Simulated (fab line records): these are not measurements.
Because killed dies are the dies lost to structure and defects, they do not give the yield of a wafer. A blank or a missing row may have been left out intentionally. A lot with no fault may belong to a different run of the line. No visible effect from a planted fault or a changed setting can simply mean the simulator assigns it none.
fab line records	flow n5_finfet	part 1 of 2: steps 1 to 4 of 6
[record] lots = 22	wafers = 66	last_day = 17
route steps=1938 shown BEOL_M9@1461 BEOL_M10@1473 BEOL_M11@1554
lots that met no fault: from a run of the same line without faults
start_h: hours from the record's opening day to when the first of the lot's shown wafers began	wait_h: hours since the lot's step before	" same as the row above	L1.1+2: a single row standing in for several wafers	- either no value or no given start	* or withheld: withheld	< > ~ a bound
route shown NAME@n: NAME is a module with steps in the file, n the number in the route of the first one	usual: average and standard deviation across the fault-free wafers	same: alike in all rows	chamber/n: place in a boat	sites: per-site readings	_std_site: their standard deviation	_edge_site: inner sites' mean taken away from outer sites' mean	radius_mm: for every site, how far away it sits from the centre of the wafer	mask NAME#n: copy n	behind: the last tool/chamber to shape the wafer	hold: cause of the lot's hold/its duration in hours/its outcome	device: names the non-switching transistor (n, p or np)	end of line: the route-end tests of the same wafers	a step given without rows: its recipe and nothing more	killed: count of dies lost to structure and defects at first sort (not the wafer's yield)	map: a wafer's dies, marking killed ones x, the rest . and places with no die _
set.NAME: the setting the step ran with; set.NAME@STEP: the setting that earlier step ran with	model.NAME: the simulator's own value behind a step, which no gauge read
steps of the route over a sample of lots; a table a step, a row a wafer
services: when a tool's chamber went out of use (start_h, in hours from the record's first day, below 0 if earlier), for how many hours, and the reason
[[steps]]
[step N5_BEOL_M9_SPUTTER_48]
[recipe] material = Cu	target_thk_a = 120	temp_c = -20	bias_v = 60	power_w = 26000	chamber_pressure_pa = 0.13	time_s = 2
[usual] throttle_valve_pct = 29.8/1
lot.wafer	tool	chamber	start_h	wait_h	throttle_valve_pct
L076.1	pvd_sputter-03	-	212.90	0.1	30.7
L076.2	"	-	"	"	29.8
L076.4	"	-	"	"	30.0
L075.1	pvd_sputter-01	-	213.38	0.1	29.5
L075.2	"	-	"	"	30.4
L075.3	"	-	"	"	30.4
L077.2	pvd_sputter-02	-	221.44	0.1	28.6
L077.3	"	-	"	"	27.9
L077.5	"	-	"	"	30.7
L078.2	pvd_sputter-02	-	232.38	0.1	28.8
L078.3	"	-	"	"	27.6
L078.6	"	-	"	"	29.0
L079.1	pvd_sputter-02	-	241.01	1.8	27.7
L079.4	"	-	"	"	28.9
L079.6	"	-	"	"	30.2
L080.4	pvd_sputter-01	-	246.38	0.1	30.1
L080.5	"	-	"	"	29.7
L080.6	"	-	"	"	30.1
L081.3	pvd_sputter-02	-	253.58	0.1	29.0
L081.4	"	-	"	"	28.9
L081.5	"	-	"	"	28.5
L082.1	pvd_sputter-01	-	265.57	0.1	30.4
L082.2	"	-	"	"	30.6
L082.6	"	-	"	"	31.0
L083.2	pvd_sputter-02	-	266.05	0.1	28.0
L083.4	"	-	"	"	28.8
L083.6	"	-	"	"	28.8
L084.1	pvd_sputter-01	-	266.11	0.2	29.5
L084.2	"	-	"	"	30.3
L084.6	"	-	"	"	29.7
L085.1	pvd_sputter-01	-	287.29	0.2	30.2
L085.5	"	-	"	"	30.4
L085.6	"	-	"	"	29.6
L087.1	pvd_sputter-01	-	293.56	0.1	30.1
L087.5	"	-	"	"	29.8
L087.6	"	-	"	"	30.5
L089.1	pvd_sputter-01	-	297.14	0.1	30.7
L089.3	"	-	"	"	30.4
L089.4	"	-	"	"	29.3
L086.1	pvd_sputter-02	-	298.47	1.3	29.1
L086.2	"	-	"	"	28.9
L086.4	"	-	"	"	30.5
L088.1	pvd_sputter-01	-	317.41	0.1	29.7
L088.4	"	-	"	"	30.2
L088.5	"	-	"	"	29.9
L090.3	pvd_sputter-03	-	323.65	0.1	29.9
L090.5	"	-	"	"	30.7
L090.6	"	-	"	"	32.1
L091.1	pvd_sputter-02	-	327.20	0.2	28.9
L091.4	"	-	"	"	27.8
L091.5	"	-	"	"	28.0
L092.2	pvd_sputter-02	-	327.38	0.1	28.0
L092.4	"	-	"	"	29.4
L092.6	"	-	"	"	27.8
L093.1	pvd_sputter-03	-	345.63	0.1	29.7
L093.4	"	-	"	"	30.4
L093.6	"	-	"	"	30.6
L094.1	pvd_sputter-02	-	348.32	0.1	28.8
L094.2	"	-	"	"	30.5
L094.6	"	-	"	"	28.8
L097.1	pvd_sputter-02	-	353.70	0.2	27.8
L097.2	"	-	"	"	29.0
L097.3	"	-	"	"	30.6
L096.1	pvd_sputter-02	-	356.67	0.1	27.7
L096.4	"	-	"	"	29.0
L096.6	"	-	"	"	27.7
[step N5_BEOL_M10_PECVD_70]
[recipe] material = SiO2	target_thk_a = 200	temp_c = 400	precursor = TEOS/O2	pressure_torr = 5.5	rf_w = 450	teos_flow_sccm = 53.8	gas = O2	flow_sccm = 3000	time_s = 22.7
[usual] heater_power_outer_w = 434/84	heater_power_w = 728/120	showerhead_plenum_p_Torr = 8.80/0.044	throttle_valve_pct = 22.2/1.1
lot.wafer	tool	chamber	start_h	wait_h	heater_power_outer_w	heater_power_w	showerhead_plenum_p_Torr	throttle_valve_pct
L076.1	pecvd-02	2	215.00	0.0	571	929	8.79	19.7
L076.2	"	0	"	"	359	611	8.88	22.3
L076.4	"	2	"	"	571	941	8.79	20.0
L075.1	pecvd-03	0	215.05	0.0	417	722	8.87	21.9
L075.2	"	1	"	"	543	869	8.72	23.4
L075.3	"	0	"	"	420	710	8.89	21.8
L077.2	pecvd-01	0	223.12	0.0	382	710	8.78	22.4
L077.3	"	2	"	"	294	526	8.79	22.1
L077.5	"	2	"	"	293	511	8.82	21.8
L078.2	pecvd-02	0	234.02	0.0	339	558	8.87	22.3
L078.3	"	1	"	"	435	690	8.81	23.1
L078.6	"	2	"	"	517	846	8.81	19.9
L079.1	pecvd-02	0	243.02	0.0	374	621	8.86	22.2
L079.4	"	1	"	"	406	659	8.77	23.3
L079.6	"	0	"	"	373	608	8.87	22.4
L080.4	pecvd-01	2	248.04	0.1	346	601	8.80	21.8
L080.5	"	0	"	"	403	773	8.76	22.5
L080.6	"	1	"	"	562	895	8.76	23.2
L081.3	pecvd-01	1	255.30	0.0	544	886	8.75	23.4
L081.4	"	2	"	"	362	608	8.81	21.8
L081.5	"	1	"	"	545	880	8.75	23.0
L082.1	pecvd-03	0	267.25	0.1	388	671	8.88	22.3
L082.2	"	1	"	"	505	849	8.74	23.2
L082.6	"	0	"	"	390	668	8.88	22.0
L083.2	pecvd-01	2	267.70	0.0	316	543	8.81	22.1
L083.4	"	1	"	"	596	952	8.76	23.1
L083.6	"	0	"	"	420	752	8.77	22.6
L084.1	pecvd-01	2	268.35	0.0	355	594	8.80	22.1
L084.2	"	1	"	"	527	870	8.75	23.1
L084.6	"	2	"	"	349	582	8.80	22.0
L085.1	pecvd-02	2	288.94	0.0	569	917	8.77	20.0
L085.5	"	0	"	"	341	568	8.84	22.2
L085.6	"	2	"	"	586	926	8.79	20.0
L087.1	pecvd-03	2	295.33	0.0	493	828	8.76	19.7
L087.5	"	1	"	"	491	810	8.71	23.4
L087.6	"	2	"	"	506	806	8.78	19.8
L089.1	pecvd-01	0	298.89	0.0	409	721	8.78	22.6
L089.3	"	0	"	"	381	713	8.79	22.5
L089.4	"	1	"	"	538	876	8.79	23.4
L086.1	pecvd-01	2	300.14	0.0	341	587	8.81	22.1
L086.2	"	1	"	"	546	904	8.77	23.3
L086.4	"	0	"	"	349	683	8.79	22.7
L088.1	pecvd-02	0	320.72	0.0	362	611	8.87	22.4
L088.4	"	2	"	"	485	800	8.82	20.0
L088.5	"	1	"	"	441	703	8.80	23.1
L090.3	pecvd-02	1	325.40	0.0	405	674	8.80	23.0
L090.5	"	2	"	"	504	840	8.78	20.1
L090.6	"	0	"	"	370	619	8.87	22.2
L091.1	pecvd-02	2	328.95	0.0	521	895	8.80	20.2
L091.4	"	0	"	"	282	495	8.88	22.4
L091.5	"	2	"	"	532	878	8.79	20.1
L092.2	pecvd-01	1	329.40	0.0	465	768	8.78	23.0
L092.4	"	1	"	"	480	794	8.75	23.1
L092.6	"	0	"	"	409	730	8.77	22.6
L093.1	pecvd-01	2	347.31	0.0	324	551	8.83	22.3
L093.4	"	1	"	"	557	906	8.78	23.3
L093.6	"	0	"	"	409	746	8.76	22.2
L094.1	pecvd-01	2	349.96	0.0	279	494	8.81	22.2
L094.2	"	0	"	"	381	699	8.79	22.6
L094.6	"	2	"	"	283	493	8.81	22.2
L097.1	pecvd-02	1	355.65	0.0	399	666	8.80	23.1
L097.2	"	2	"	"	515	842	8.77	19.8
L097.3	"	0	"	"	341	552	8.87	22.1
L096.1	pecvd-02	1	358.39	0.0	381	643	8.81	23.2
L096.4	"	2	"	"	534	871	8.80	20.1
L096.6	"	1	"	"	387	653	8.77	23.0
[step N5_BEOL_M10_ETCH_62]
[recipe] chemistry = N2/H2	target = SOC	target_depth_a = 1100	overetch_a = 220	mask_material = SiARC	temp_c = 40	time_s = 165	ion_energy_ev = 200	pressure_mtorr = 30	source_w = 840	bias_w = 150	n2_flow_sccm = 200	h2_flow_sccm = 200
[usual] bias_w = 150.0/0.48	drypump_motor_current_A = 6.0/0.46	n2_flow_sccm = 200.0/0.61	oes_product_au = 0.69/0.089	rf_vpp_V = 524.2/2.5	showerhead_plenum_p_Torr = 2.55/0.087	throttle_valve_pct = 17.68/0.25
lot.wafer	tool	chamber	start_h	wait_h	bias_w	drypump_motor_current_A	n2_flow_sccm	oes_product_au	rf_hours_counter_h	rf_vpp_V	showerhead_plenum_p_Torr	throttle_valve_pct
L076.1	rie_diel-05	3	217.91	0.0	150.2	6.2	199.4	0.59	240	525.5	2.60	17.60
L076.2	"	0	"	"	149.6	5.9	200.2	0.58	251	520.3	2.41	17.84
L076.4	"	0	"	"	149.5	5.9	199.7	0.58	-	520.1	2.41	17.85
L075.1	rie_diel-04	2	218.02	0.0	150.4	6.3	200.0	0.60	230	523.2	2.51	18.18
L075.2	"	3	"	"	150.3	6.1	201.3	0.66	136	520.4	2.45	17.65
L075.3	"	1	"	"	150.2	6.1	201.1	0.58	247	527.3	2.61	17.67
L077.2	rie_diel-05	0	224.54	0.0	149.7	5.9	200.2	0.57	254	519.3	2.41	17.86
L077.3	"	1	"	"	149.8	5.0	200.3	0.60	209	524.7	2.52	17.74
L077.5	"	3	"	"	149.7	6.1	200.2	0.59	-	524.6	2.60	17.59
L078.2	rie_diel-04	0	235.55	0.0	149.1	6.6	200.3	0.59	223	525.6	2.62	17.62
L078.3	"	3	"	"	149.7	6.1	200.3	0.66	141	520.6	2.44	17.67
L078.6	"	0	"	"	149.7	6.6	199.5	0.59	-	525.7	2.62	17.63
L079.1	rie_diel-05	1	246.95	0.0	150.4	5.0	199.3	0.59	219	522.7	2.52	17.74
L079.4	"	2	"	"	150.3	6.0	200.5	0.82	-	527.8	2.72	17.76
L079.6	"	3	"	"	150.4	6.1	200.3	0.58	-	526.0	2.59	17.62
L080.4	rie_diel-03	0	250.46	0.1	149.5	5.3	200.9	0.59	-	523.3	2.50	17.86
L080.5	"	3	"	"	150.0	5.5	199.3	0.72	-	520.8	2.49	17.84
L080.6	"	2	"	"	150.1	6.0	200.2	0.59	-	526.4	2.60	18.45
L081.3	rie_diel-05	1	261.05	0.0	149.6	5.0	199.9	0.59	224	523.5	2.52	17.75
L081.4	"	2	"	"	150.1	6.0	198.9	0.79	-	529.7	2.72	17.75
L081.5	"	1	"	"	150.1	5.0	199.9	0.59	-	523.8	2.52	17.76
L082.1	rie_diel-05	3	268.52	0.0	149.8	6.1	199.7	0.58	262	525.7	2.59	17.64
L082.2	"	2	"	"	149.6	6.0	198.9	0.79	18	527.7	2.72	17.76
L082.6	"	1	"	"	149.6	5.0	200.3	0.58	-	522.4	2.51	17.78
L083.2	rie_diel-04	1	270.26	0.0	149.5	6.1	200.0	0.82	2	526.2	2.61	17.30
L083.4	"	0	"	"	149.9	6.6	199.0	0.58	-	527.1	2.61	17.66
L083.6	"	1	"	"	150.1	6.1	200.2	0.81	-	527.4	2.61	17.30
L084.1	rie_diel-04	3	271.90	0.0	149.9	6.0	199.3	0.65	153	520.2	2.44	17.67
L084.2	"	1	"	"	150.0	6.1	199.9	0.81	3	525.7	2.61	17.29
L084.6	"	0	"	"	150.8	6.6	198.0	0.58	-	524.1	2.61	17.68
L085.1	rie_diel-03	1	293.05	0.0	150.7	6.6	199.3	0.68	97	520.1	2.47	17.59
L085.5	"	1	"	"	150.3	6.6	200.0	0.68	-	521.3	2.47	17.60
L085.6	"	2	"	"	150.3	6.0	200.4	0.81	-	525.2	2.60	18.07
L087.1	rie_diel-05	2	296.57	0.0	150.1	6.0	200.7	0.77	30	526.9	2.71	17.78
L087.5	"	0	"	"	150.2	5.9	200.2	0.78	-	529.5	2.72	17.41
L087.6	"	1	"	"	149.6	5.0	199.0	0.58	-	522.9	2.51	17.77
L089.1	rie_diel-04	0	300.06	0.0	149.5	6.6	199.7	0.57	251	526.7	2.60	17.68
L089.3	"	3	"	"	149.3	6.1	199.3	0.64	165	520.9	2.43	17.68
L089.4	"	0	"	"	149.8	6.6	200.0	0.57	-	526.5	2.60	17.67
L086.1	rie_diel-04	0	300.87	0.0	150.5	6.6	199.8	0.58	251	525.4	2.60	17.68
L086.2	"	2	"	"	150.4	6.4	199.4	0.81	5	521.5	2.50	17.76
L086.4	"	3	"	"	149.7	6.1	199.3	0.65	-	520.6	2.43	17.69
L088.1	rie_diel-03	2	323.10	0.0	150.5	6.0	200.6	0.79	19	525.3	2.60	18.09
L088.4	"	3	"	"	150.8	5.5	200.4	0.69	91	521.2	2.48	17.88
L088.5	"	2	"	"	150.5	6.0	201.3	0.77	-	525.8	2.60	18.11
L090.3	rie_diel-04	2	327.12	0.0	149.8	6.3	199.9	0.78	17	521.8	2.50	17.76
L090.5	"	1	"	"	149.8	6.1	201.1	0.76	-	523.6	2.60	17.31
L090.6	"	0	"	"	149.8	6.6	199.8	0.81	-	525.7	2.60	17.30
L091.1	rie_diel-03	1	330.37	0.0	150.5	6.6	200.1	0.67	110	521.5	2.46	17.61
L091.4	"	3	"	"	149.9	5.5	200.8	0.69	93	521.4	2.47	17.86
L091.5	"	2	"	"	149.2	6.0	200.3	0.77	-	525.3	2.60	18.11
L092.2	rie_diel-05	0	330.73	0.0	149.6	5.9	201.3	0.76	25	528.7	2.72	17.42
L092.4	"	2	"	"	150.1	6.0	199.6	0.75	-	527.9	2.71	17.81
L092.6	"	3	"	"	149.7	6.2	199.5	0.77	-	525.9	2.58	17.16
L093.1	rie_diel-04	3	348.54	0.0	149.6	6.1	200.3	0.63	182	520.9	2.43	17.73
L093.4	"	0	"	"	150.5	6.6	199.8	0.80	7	524.5	2.60	17.29
L093.6	"	0	"	"	150.8	6.6	199.5	0.80	-	525.7	2.60	17.32
L094.1	rie_diel-04	1	353.07	0.0	149.4	6.1	200.6	0.75	32	524.8	2.59	17.33
L094.2	"	2	"	"	149.9	6.4	200.4	0.77	28	522.2	2.50	17.81
L094.6	"	3	"	"	149.7	6.1	199.4	0.63	-	519.6	2.43	17.74
L097.1	rie_diel-04	1	356.85	0.0	149.9	6.1	200.4	0.74	33	526.1	2.59	17.36
L097.2	"	2	"	"	149.2	6.3	199.4	0.75	29	523.7	2.49	17.80
L097.3	"	0	"	"	150.4	6.6	200.0	0.78	9	523.8	2.60	17.30
L096.1	rie_diel-05	1	359.82	0.0	150.5	5.0	199.6	0.79	5	523.0	2.50	17.40
L096.4	"	2	"	"	150.2	6.0	201.5	0.74	55	527.2	2.70	17.82
L096.6	"	1	"	"	150.2	5.0	199.5	0.79	-	523.6	2.50	17.40
[step N5_BEOL_M10_HM_OPEN_17]
[recipe] chemistry = Cl2/BCl3	target_depth_a = 200	overetch_a = 60	target = TiN	mask_material = SOC	ion_energy_ev = 150	pressure_mtorr = 10	icp_w = 1000	bias_w = 126	Cl2_flow_sccm = 53.25	bcl3_flow_sccm = 21.75	Ar_flow_sccm = 25
[usual] bias_w = 126.0/0.4	drypump_motor_current_A = 5.4/0.45	oes_product_au = 0.63/0.054	throttle_valve_pct = 22.09/0.27
lot.wafer	tool	chamber	start_h	wait_h	bias_w	drypump_motor_current_A	oes_product_au	rf_hours_counter_h	throttle_valve_pct
L076.1	rie_metal-02	0	218.10	0.0	126.5	5.6	0.67	37	22.16
L076.2	"	1	"	"	125.6	6.0	0.67	42	21.84
L076.4	"	0	"	"	126.9	5.6	0.66	-	22.17
L075.1	rie_metal-02	0	218.21	0.0	125.6	5.5	0.66	37	22.17
L075.2	"	1	"	"	125.9	6.0	0.67	42	21.84
L075.3	"	1	"	"	126.1	6.0	0.67	-	21.85
L077.2	rie_metal-03	1	224.72	0.0	126.5	5.9	0.55	107	22.68
L077.3	"	0	"	"	126.1	4.8	0.59	-	22.15
L077.5	"	0	"	"	125.9	4.8	0.59	-	22.14
L078.2	rie_metal-02	1	235.74	0.0	126.2	6.0	0.68	43	21.82
L078.3	"	1	"	"	125.9	5.9	0.66	-	21.83
L078.6	"	1	"	"	125.9	6.0	0.67	-	21.87
L079.1	rie_metal-03	1	247.13	0.0	126.0	5.9	0.55	109	22.73
L079.4	"	0	"	"	125.6	4.8	0.58	-	22.17
L079.6	"	1	"	"	126.3	5.9	0.54	-	22.71
L080.4	rie_metal-02	0	250.67	0.1	126.3	5.5	0.65	-	22.17
L080.5	"	0	"	"	125.9	5.5	0.65	-	22.19
L080.6	"	0	"	"	126.3	5.5	0.65	-	22.19
L081.3	rie_metal-03	0	261.27	0.1	125.4	4.8	0.58	-	22.15
L081.4	"	1	"	"	126.2	5.9	0.55	-	22.71
L081.5	"	0	"	"	125.6	4.8	0.59	-	22.15
L082.1	rie_metal-01	0	268.70	0.0	125.7	4.9	0.61	74	22.00
L082.2	"	1	"	"	125.9	5.0	0.72	21	21.71
L082.6	"	1	"	"	126.1	5.0	0.72	-	21.71
L083.2	rie_metal-01	1	270.44	0.0	126.5	5.0	0.71	21	21.71
L083.4	"	1	"	"	126.3	5.0	0.72	-	21.71
L083.6	"	1	"	"	126.2	5.0	0.71	-	21.69
L084.1	rie_metal-02	1	272.09	0.0	125.9	5.9	0.65	46	21.85
L084.2	"	0	"	"	125.8	5.5	0.65	43	22.19
L084.6	"	1	"	"	126.2	5.9	0.66	-	21.85
L085.1	rie_metal-02	0	293.24	0.0	126.4	5.5	0.65	45	22.19
L085.5	"	1	"	"	126.4	6.0	0.66	-	21.85
L085.6	"	0	"	"	126.3	5.5	0.65	-	22.19
L087.1	rie_metal-02	1	296.76	0.0	126.6	5.9	0.66	48	21.85
L087.5	"	1	"	"	126.0	6.0	0.65	-	21.84
L087.6	"	0	"	"	126.7	5.6	0.64	-	22.17
L089.1	rie_metal-01	1	300.27	0.0	126.1	5.0	0.71	22	21.72
L089.3	"	0	"	"	126.7	4.9	0.61	-	22.03
L089.4	"	1	"	"	126.0	5.0	0.71	-	21.71
L086.1	rie_metal-03	0	301.06	0.0	126.4	4.8	0.57	80	22.16
L086.2	"	1	"	"	125.6	5.8	0.54	114	22.73
L086.4	"	0	"	"	126.1	4.8	0.59	-	22.14
L088.1	rie_metal-02	0	323.29	0.0	126.2	5.5	0.63	48	22.22
L088.4	"	0	"	"	126.0	5.5	0.63	-	22.21
L088.5	"	0	"	"	125.8	5.5	0.63	-	22.21
L090.3	rie_metal-03	0	327.37	0.1	126.3	4.8	0.58	-	22.16
L090.5	"	0	"	"	126.0	4.8	0.57	-	22.18
L090.6	"	0	"	"	125.8	4.8	0.57	-	22.17
L091.1	rie_metal-03	0	330.55	0.0	125.7	4.8	0.56	83	22.20
L091.4	"	0	"	"	126.4	4.8	0.57	-	22.18
L091.5	"	0	"	"	126.4	4.8	0.57	-	22.17
L092.2	rie_metal-01	1	330.91	0.0	126.2	5.0	0.70	26	21.72
L092.4	"	1	"	"	125.7	5.0	0.69	-	21.72
L092.6	"	1	"	"	126.6	5.0	0.70	-	21.73
L093.1	rie_metal-01	1	348.73	0.0	126.7	5.0	0.70	28	21.71
L093.4	"	0	"	"	126.6	4.9	0.60	-	22.04
L093.6	"	1	"	"	125.6	5.0	0.70	-	21.71
L094.1	rie_metal-03	0	353.26	0.0	125.5	4.8	0.57	85	22.17
L094.2	"	1	"	"	127.0	5.9	0.82	2	22.65
L094.6	"	1	"	"	126.6	5.8	0.82	-	22.67
L097.1	rie_metal-01	1	357.04	0.0	126.3	5.0	0.69	28	21.74
L097.2	"	0	"	"	125.6	4.9	0.59	81	22.02
L097.3	"	1	"	"	126.5	5.0	0.68	-	21.74
L096.1	rie_metal-02	1	360.01	0.0	125.5	5.9	0.64	54	21.85
L096.4	"	0	"	"	125.6	5.5	0.63	-	22.19
L096.6	"	1	"	"	125.6	6.0	0.64	-	21.84
